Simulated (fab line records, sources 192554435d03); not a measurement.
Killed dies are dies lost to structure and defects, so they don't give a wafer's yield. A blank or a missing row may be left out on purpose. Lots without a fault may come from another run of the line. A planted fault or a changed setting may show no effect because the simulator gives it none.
Chamber matching | flow n5_finfet | N5_BEOL_M12_DESCUM_33 on rie_diel-02: 4 sister chambers
The step chemistry O2, time 7.9 s. 4 wafers are shown with their chamber, then 7 later ones without.

WAFERS WITH THEIR CHAMBER
wafer  | chamber | drypump_motor_current_A (A)
L082.3 | 1       | 5.3
L084.4 | 2       | 4.7
L086.2 | 0       | 5.5
L086.4 | 3       | 6.4

WAFERS WITHOUT THEIR CHAMBER
wafer  | drypump_motor_current_A (A)
L086.5 | 5.3
L090.3 | 6.5
L090.4 | 4.7
L090.6 | 6.5
L093.1 | 5.3
L093.2 | 6.4
L093.6 | 6.5

WHICH CHAMBER EACH WENT THROUGH
wafer  | from the rows above | in truth
L086.5 | 1                   | 1
L090.3 | 3                   | 3
L090.4 | 2                   | 2
L090.6 | 3                   | 3
L093.1 | 1                   | 1
L093.2 | 3                   | 3
L093.6 | 3                   | 3
Placed correctly: 7 of 7. Can't be placed from these rows: 0. Placed wrongly: 0.
How it was worked out, from the rows above alone: a wafer's distance from a chamber is the root of the sum, over the readings, of the square of ((its reading less the chamber's mean) divided by the reading's scatter). The wafer belongs to the nearest chamber; if the next one is less than 2 further off, it can't be placed. A chamber's mean is the mean of its shown wafers. The scatter: with one shown wafer a chamber, the root of the mean of the squares of how far each hidden wafer lies from its nearest shown one.
